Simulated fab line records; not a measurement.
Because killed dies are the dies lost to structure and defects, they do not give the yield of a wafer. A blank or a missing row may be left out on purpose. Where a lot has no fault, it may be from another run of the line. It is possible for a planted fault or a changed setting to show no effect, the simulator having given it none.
fab line records	flow n5-finfet
record: lots: 6	wafers: 18	last-day: 18
route steps=1938 shown BEOL_M10@1534 BEOL_M11@1536
lots untouched by any fault: they come from a run of this same line in which no faults occurred
start-h: hours from the record's first day to the start of the lot's first wafer shown	wait-h: hours elapsed since this lot's preceding step	" unchanged from the row above	L1.1+2: a row that stands for several wafers	- no value, or no start was given	* or withheld: withheld	< > ~ a bound
route shown NAME@n: names a module that has steps shown in the file, with the first one's number in the route	usual: mean/standard deviation taken from wafers without a fault	same: alike in all rows	chamber/n: place in a boat	sites: per-site readings	_std_site: standard deviation across them	_edge_site: outer sites' mean less inner sites'	radius-mm: how far each site lies from the wafer's centre	mask NAME#n: copy n	behind: the tool/chamber that last shaped the wafer	hold: the reason the lot was held/the length of the hold in hours/how it ended	device: the n, p or np transistor that did not switch	end of line: tests of these same wafers at the route's end	step lacking rows: just its recipe	killed: count of dies lost to structure and defects at first sort (not the wafer's yield)	map: per-die view of a wafer (x killed, . not killed, _ where there is no die)
set.NAME: the run value of the setting; set.NAME@STEP: its run value at that earlier step	model.NAME: the simulator's own value behind a step, which no gauge read
lots at selected steps of the route; one table per step, one row per wafer
services: a tool's chamber out of use, with start hour (start-h, from the record's first day; less than 0 if before it), hours out, and reason
== steps ==
step: N5_BEOL_M10_RS_MEAS_57
recipe: thk-meas-gauge: four-point-probe	reads: Cu_of_BEOL_M10_ECD_50+Co_of_BEOL_M10_CVD_75+TaN_of_BEOL_M10_ALD_74
usual: M10_RS: 0.153/0.0036
lot.wafer	tool	chamber	start-h	wait-h	M10_RS[ohm/sq]
L273.1	film-metro-02	-	231.54	0.1	0.154
L273.3	"	-	"	"	0.160
L273.4	"	-	"	"	0.155
L277.2	film-metro-02	-	250.36	0.1	0.150
L277.5	"	-	"	"	0.149
L277.6	"	-	"	"	0.157
L278.1	film-metro-02	-	261.27	0.1	0.157
L278.3	"	-	"	"	0.152
L278.4	"	-	"	"	0.158
L284.2	film-metro-01	-	305.54	0.1	0.147
L284.4	"	-	"	"	0.159
L284.6	"	-	"	"	0.158
L288.1	film-metro-02	-	331.80	0.1	0.159
L288.4	"	-	"	"	0.149
L288.6	"	-	"	"	0.157
L289.1	film-metro-02	-	378.35	0.1	0.155
L289.2	"	-	"	"	0.150
L289.6	"	-	"	"	0.148
step: N5_BEOL_M10_INSPECT_58
recipe: inspect-instrument: darkfield	mode: post-dep
usual: raw-defect-count: 77/25
lot.wafer	tool	chamber	start-h	wait-h	raw-defect-count
L273.1	defect-inspect-01	-	231.57	0.0	101
L273.3	"	-	"	"	60
L273.4	"	-	"	"	73
L277.2	defect-inspect-02	-	250.38	0.0	67
L277.5	"	-	"	"	66
L277.6	"	-	"	"	56
L278.1	defect-inspect-01	-	261.29	0.0	36
L278.3	"	-	"	"	41
L278.4	"	-	"	"	49
L284.2	defect-inspect-02	-	305.56	0.0	84
L284.4	"	-	"	"	75
L284.6	"	-	"	"	84
L288.1	defect-inspect-02	-	331.82	0.0	76
L288.4	"	-	"	"	101
L288.6	"	-	"	"	49
L289.1	defect-inspect-02	-	378.37	0.0	121
L289.2	"	-	"	"	57
L289.6	"	-	"	"	80
step: N5_BEOL_M11_ILD_DEP_00
recipe: material: SiCOH_lowk	target-thk-a: 3085.1	temp-c: 300	precursor: DEMS/porogen	pressure-torr: 5	rf-w: 500	time-s: 58
usual: heater-power-w: 344/34	showerhead-plenum-p-Torr: 5.739/0.014	throttle-valve-pct: 13.7/0.88
lot.wafer	tool	chamber	start-h	wait-h	heater-power-w	showerhead-plenum-p-Torr	throttle-valve-pct
L273.1	pecvd-01	0	231.61	0.0	265	5.742	14.1
L273.3	"	2	"	"	365	5.762	12.4
L273.4	"	2	"	"	375	5.738	12.2
L277.2	pecvd-01	1	250.42	0.0	348	5.714	13.8
L277.5	"	1	"	"	355	5.716	13.9
L277.6	"	2	"	"	382	5.759	12.5
L278.1	pecvd-02	2	261.33	0.0	338	5.706	14.5
L278.3	"	1	"	"	299	5.747	14.9
L278.4	"	0	"	"	358	5.764	13.4
L284.2	pecvd-02	1	305.60	0.0	296	5.755	14.8
L284.4	"	1	"	"	301	5.764	15.0
L284.6	"	0	"	"	354	5.756	13.2
L288.1	pecvd-03	2	331.86	0.0	401	5.730	12.2
L288.4	"	1	"	"	365	5.747	14.7
L288.6	"	2	"	"	327	5.739	12.1
L289.1	pecvd-01	0	378.41	0.0	276	5.755	14.1
L289.2	"	2	"	"	348	5.748	12.6
L289.6	"	1	"	"	420	5.717	13.8
step: N5_BEOL_M11_CURE_71
recipe: temp-c: 385	time-s: 240	ambient: He/Ar	material: SiCOH_lowk
usual: lamp-power-pct: 52.31/0.055	wafer_temp_C_max: 386.5/0.5
lot.wafer	tool	chamber	start-h	wait-h	lamp-power-pct	wafer_temp_C_max
L273.1	uv-cure-01	2	231.69	0.0	52.26	387.6
L273.3	"	2	"	"	52.25	387.0
L273.4	"	2	"	"	52.38	387.7
L277.2	uv-cure-02	0	250.73	0.3	52.24	386.8
L277.5	"	0	"	"	52.35	387.2
L277.6	"	0	"	"	52.35	386.1
L278.1	uv-cure-01	0	261.56	0.2	52.32	387.2
L278.3	"	0	"	"	52.39	386.8
L278.4	"	0	"	"	52.37	386.7
L284.2	uv-cure-02	2	305.78	0.2	52.25	386.6
L284.4	"	2	"	"	52.29	387.2
L284.6	"	2	"	"	52.43	387.2
L288.1	uv-cure-03	2	331.94	0.0	52.22	386.1
L288.4	"	2	"	"	52.36	386.3
L288.6	"	2	"	"	52.33	386.9
L289.1	uv-cure-03	1	378.49	0.0	52.38	386.3
L289.2	"	1	"	"	52.19	386.5
L289.6	"	1	"	"	52.41	386.2
step: N5_BEOL_M11_THK_MEAS_01
recipe: reads: SiCOH_lowk_of_BEOL_M11_ILD_DEP_00
usual: M11_ILD_THK: 270/3
lot.wafer	tool	chamber	start-h	wait-h	M11_ILD_THK[nm]
L273.1	film-metro-02	-	232.20	0.4	268
L273.3	"	-	"	"	267
L273.4	"	-	"	"	270
L277.2	film-metro-02	-	251.16	0.4	267
L277.5	"	-	"	"	271
L277.6	"	-	"	"	267
L278.1	film-metro-01	-	262.56	0.8	269
L278.3	"	-	"	"	269
L278.4	"	-	"	"	274
L284.2	film-metro-01	-	306.22	0.4	270
L284.4	"	-	"	"	272
L284.6	"	-	"	"	267
L288.1	film-metro-02	-	332.45	0.4	263
L288.4	"	-	"	"	272
L288.6	"	-	"	"	270
L289.1	film-metro-02	-	379.00	0.4	267
L289.2	"	-	"	"	266
L289.6	"	-	"	"	272
step: N5_BEOL_M11_PECVD_70
recipe: material: SiO2	target-thk-a: 200	temp-c: 400	precursor: TEOS/O2	pressure-torr: 5.5	rf-w: 450	teos-flow-sccm: 53.8	gas: O2	flow-sccm: 3000	time-s: 22.7
usual: heater-power-w: 771/67	showerhead-plenum-p-Torr: 8.78/0.055	throttle-valve-pct: 22.3/1.4
lot.wafer	tool	chamber	start-h	wait-h	heater-power-w	showerhead-plenum-p-Torr	throttle-valve-pct
L273.1	pecvd-02	2	232.23	0.0	726	8.69	23.7
L273.3	"	0	"	"	678	8.81	21.2
L273.4	"	2	"	"	716	8.71	23.7
L277.2	pecvd-02	2	251.20	0.0	750	8.71	23.8
L277.5	"	0	"	"	809	8.82	21.3
L277.6	"	2	"	"	777	8.71	23.5
L278.1	pecvd-03	0	262.59	0.0	764	8.75	22.2
L278.3	"	1	"	"	738	8.78	23.5
L278.4	"	2	"	"	875	8.78	19.9
L284.2	pecvd-02	1	306.25	0.0	748	8.88	23.9
L284.4	"	1	"	"	726	8.86	24.3
L284.6	"	1	"	"	746	8.86	24.1
L288.1	pecvd-03	2	332.49	0.0	858	8.76	19.8
L288.4	"	2	"	"	840	8.78	20.1
L288.6	"	0	"	"	892	8.73	22.6
L289.1	pecvd-02	0	379.04	0.0	727	8.83	21.2
L289.2	"	1	"	"	754	8.84	24.0
L289.6	"	1	"	"	728	8.86	24.0
step: N5_BEOL_M11_HM_DEP_02
recipe: material: TiN	target-thk-a: 200	temp-c: 25	chamber-pressure-pa: 0.49996
usual: throttle-valve-pct: 29.9/0.99
lot.wafer	tool	chamber	start-h	wait-h	throttle-valve-pct
L273.1	pvd-sputter-01	-	232.80	0.5	29.6
L273.3	"	-	"	"	31.6
L273.4	"	-	"	"	29.8
L277.2	pvd-sputter-03	-	253.65	2.4	30.7
L277.5	"	-	"	"	28.3
L277.6	"	-	"	"	31.4
L278.1	pvd-sputter-02	-	265.68	3.1	30.3
L278.3	"	-	"	"	29.5
L278.4	"	-	"	"	28.9
L284.2	pvd-sputter-01	-	306.57	0.3	29.4
L284.4	"	-	"	"	31.8
L284.6	"	-	"	"	29.8
L288.1	pvd-sputter-01	-	333.29	0.8	31.0
L288.4	"	-	"	"	29.7
L288.6	"	-	"	"	29.4
L289.1	pvd-sputter-02	-	380.78	1.7	30.4
L289.2	"	-	"	"	28.9
L289.6	"	-	"	"	29.2
step: N5_BEOL_M11_COAT_59
recipe: resist: SOC	temp-c: 250	time-s: 60	spin-rpm: 1500	resist-thk-nm: 100
step: N5_BEOL_M11_COAT_60
recipe: resist: SiARC	temp-c: 220	time-s: 60	spin-rpm: 1500	resist-thk-nm: 30
step: N5_BEOL_M11_COAT_05
recipe: resist: CAR-ArF	spin-rpm: 1500	resist-thk-nm: 90
step: N5_BEOL_M11_EBR_07
recipe: solvent: PGMEA	ebr-width-mm: 1.5
step: N5_BEOL_M11_SOFTBAKE_06
recipe: temp-c: 110	time-s: 60	resist: CAR-ArF
step: N5_BEOL_M11_EXPOSE_08
recipe: mask-id: M11	na: 1.35	source-shape: dipole	sigma-inner: 0.411	sigma-outer: 0.611	polarization: te	dose-mj: 53.75
usual: dipole-opening-deg: 40/0	exposure-dose-mJ-cm2: 53.72/0.068	focus-offset-nm: 0.0/0.52	sigma-outer: 0.611/0
lot.wafer	tool	chamber	start-h	wait-h	mask	dipole-opening-deg	exposure-dose-mJ-cm2	focus-offset-nm	sigma-outer
L273.1	arfi-scanner-01	0	233.04	-	M11#0	40	53.65	0.4	0.611
L273.3	"	0	"	"	M11#0	40	53.67	0.8	0.611
L273.4	"	0	"	"	M11#0	40	53.63	0.2	0.611
L277.2	arfi-scanner-02	-	253.90	-	M11#0	-	-	-	-
L277.5	"	-	"	"	M11#0	-	-	-	-
L277.6	"	-	"	"	M11#0	-	-	-	-
L278.1	arfi-scanner-01	-	265.92	-	M11#0	-	-	-	-
L278.3	"	-	"	"	M11#0	-	-	-	-
L278.4	"	-	"	"	M11#0	-	-	-	-
L284.2	arfi-scanner-02	0	306.95	-	M11#0	40	53.69	-0.2	0.611
L284.4	"	0	"	"	M11#0	40	53.73	0.1	0.611
L284.6	"	0	"	"	M11#0	40	53.78	0.1	0.611
L288.1	arfi-scanner-03	0	333.68	-	M11#0	40	53.80	-0.6	0.611
L288.4	"	0	"	"	M11#0	40	53.77	0.1	0.611
L288.6	"	0	"	"	M11#0	40	53.67	-0.5	0.611
L289.1	arfi-scanner-01	0	381.02	-	M11#0	40	53.60	-0.9	0.611
L289.2	"	0	"	"	M11#0	40	53.61	0.1	0.611
L289.6	"	0	"	"	M11#0	40	53.57	0.1	0.611
step: N5_BEOL_M11_PEB_09
recipe: peb-temp-c: withheld	peb-time-s: 60	resist: CAR-ArF
== services ==
tool	chamber	start-h	hours	kind
uv-cure-02	-	210.46	2.8	pm
pecvd-03	1	218.34	4.4	repair
arfi-scanner-01	-	219.31	0.8	pm
uv-cure-01	-	220.47	1.0	pm
arfi-scanner-02	-	224.67	1.0	pm
arfi-scanner-02	-	233.05	1.3	pm
arfi-scanner-02	-	235.88	0.8	pm
pvd-sputter-01	-	246.25	3.0	repair
arfi-scanner-01	-	246.55	0.9	repair
pecvd-01	0	248.25	4.4	repair
uv-cure-02	-	252.87	0.4	repair
pecvd-01	1	260.05	5.9	repair
pecvd-02	-	265.18	2.9	repair
pecvd-02	-	268.09	2.8	pm
pecvd-03	-	273.89	2.8	pm
uv-cure-02	-	293.88	0.3	repair
arfi-scanner-01	-	310.16	1.0	pm
arfi-scanner-01	-	311.54	1.3	pm
arfi-scanner-01	-	313.44	3.4	repair
pecvd-02	-	323.87	14.6	pm
uv-cure-01	-	328.61	6.0	pm
pvd-sputter-01	-	335.05	1.8	repair
pvd-sputter-01	-	354.34	9.6	repair
pvd-sputter-01	-	366.21	1.5	repair
== key ==
first-sign: step: N5_BEOL_M11_EXPOSE_08	reading: tool-record	direction: missing
effect none on later readings
met-at N5_BEOL_M11_EXPOSE_08
struck-wafers L277.2,L277.5,L277.6,L278.1,L278.3,L278.4
later-rows-left-out L277.2,L277.5,L277.6,L278.1,L278.3,L278.4
sort-left-out L277.2,L277.5,L277.6,L278.1,L278.3,L278.4
onset-between 233.04 253.90
fault: kind: skipped-step-whole	tool: arfi-scanner-01,arfi-scanner-02	chamber: -	onset-h: 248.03	steps: N5_BEOL_M11_EXPOSE_08	scope: struck-lots-only
sort-left-out: the simulated sort isn't trusted on such a fault, so these wafers' sort isn't shown, and their yield isn't known
later-rows-left-out: the simulator's readings of these wafers behind a module that went badly wrong aren't trusted and aren't shown, but for the sort
